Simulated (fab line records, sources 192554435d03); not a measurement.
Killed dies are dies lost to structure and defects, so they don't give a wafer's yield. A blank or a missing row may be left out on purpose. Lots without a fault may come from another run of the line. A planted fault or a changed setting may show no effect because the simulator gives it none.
Split-lot experiment | flow n5_finfet | 7 lots, 21 wafers read, on a route of 1938 steps

THE SPLIT
At N5_BEOL_M11_ETCH_66 (etches SOC in N2/H2, target depth 120 nm, overetch 24 nm, time 180 s), the setting time_s was moved away from the recipe's 180 s on 6 of the 21 wafers read, by -10.4% to +12.5%. The other wafers ran this setting at the recipe's value.

The reading is taken at the split's own step.

THE READING
SiARC_of_BEOL_M11_COAT_64.thk_nm (the simulator's own value, which no gauge read), in nm, at N5_BEOL_M11_ETCH_66 (etches SOC in N2/H2, target depth 120 nm, overetch 24 nm, time 180 s). The file gives no usual value for it. The 15 wafers here that ran the recipe average 22.7 nm, standard deviation 0.17 nm.

wafer  | tool, chamber at the split | time_s as run, s | against the recipe | SiARC_of_BEOL_M11_COAT_64.thk_nm, nm | against lot-mates on the recipe
L076.2 | rie_diel-01, 2             | 180              | recipe             | 22.8                                 | -
L076.4 | rie_diel-01, 1             | 166.7            | -7.4%              | 23.2                                 | +0.4
L076.5 | rie_diel-01, 1             | 166.7            | -7.4%              | 23.4                                 | +0.6
L083.3 | rie_diel-02, 0,2           | 202.5            | +12.5%             | 21.8                                 | -1.2
L083.5 | rie_diel-02, 0,2           | 202.5            | +12.5%             | 21.8                                 | -1.2
L083.4 | rie_diel-02, 1             | 180              | recipe             | 23                                   | -
L086.1 | rie_diel-01, 0             | 180              | recipe             | 23                                   | -
L086.5 | rie_diel-01, 0             | 180              | recipe             | 23                                   | -
L086.3 | rie_diel-01, 3             | 180              | recipe             | 22.8                                 | -
L089.1 | rie_diel-04, 1             | 180              | recipe             | 22.4                                 | -
L089.3 | rie_diel-04, 3             | 161.2            | -10.4%             | 23.4                                 | +0.9
L089.4 | rie_diel-04, 0             | 180              | recipe             | 22.6                                 | -
L088.2 | rie_diel-02, 3,2           | 180              | recipe             | 22.6                                 | -
L088.6 | rie_diel-02, 3,2           | 180              | recipe             | 22.6                                 | -
L088.3 | rie_diel-02, 2             | 198.9            | +10.5%             | 21.8                                 | -0.8
L085.3 | rie_diel-04, 0             | 180              | recipe             | 22.8                                 | -
L085.5 | rie_diel-04, 0             | 180              | recipe             | 22.8                                 | -
L085.4 | rie_diel-04, 2             | 180              | recipe             | 22.6                                 | -
L095.2 | rie_diel-01, 2             | 180              | recipe             | 22.8                                 | -
L095.5 | rie_diel-01, 2             | 180              | recipe             | 22.8                                 | -
L095.3 | rie_diel-01, 1             | 180              | recipe             | 22.6                                 | -
Where a row lists several chambers, the file gives one row for several wafers and doesn't say which wafer went through which chamber.

THE FIT
A straight line over all 21 wafers: SiARC_of_BEOL_M11_COAT_64.thk_nm changes by -0.0756 nm for each +1% of time_s; r = -0.94; the points scatter about the line by 0.16 nm.
The same after taking each lot's own level away (the mean of its wafers on the recipe; 21 wafers): -0.0858 nm for each +1%; r = -0.98; scatter 0.1 nm.
On that fit, the largest move of time_s shifts the reading by 1.1 nm.
The lots' own levels span 22.50 to 23.00 nm, that is 2.9 times the standard deviation above.
So the lot-to-lot level changes the slope: the two fits differ.
Check: with one of the wafers moved furthest among these (+12.5%) left out of the fit, the line predicts -1.05 nm for it against its lot-mates. It came out at -1.2 nm against them.

OTHER SPLITS ON THESE WAFERS
These wafers also went through other splits before the reading. Each is held against what the fit with the lots' levels taken away leaves over:
other split on the same wafers   | wafers away from the commonest value | r with SiARC_of_BEOL_M11_COAT_64.thk_nm (lot level and that fit taken away)
N5_BEOL_M9_COAT_05 spin_rpm      | 8                                    | -0.44
N5_BEOL_M9_TRENCH_ETCH_37 time_s | 9                                    | -0.11
N5_BEOL_M10_ETCH_41 source_w     | 8                                    | +0.27
N5_BEOL_M11_COAT_22 spin_rpm     | 7                                    | +0.07

THE FILE'S OWN FIT
SiARC_of_BEOL_M11_COAT_64.thk_nm changes by -0.0848 nm for each +1% of time_s, r = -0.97.
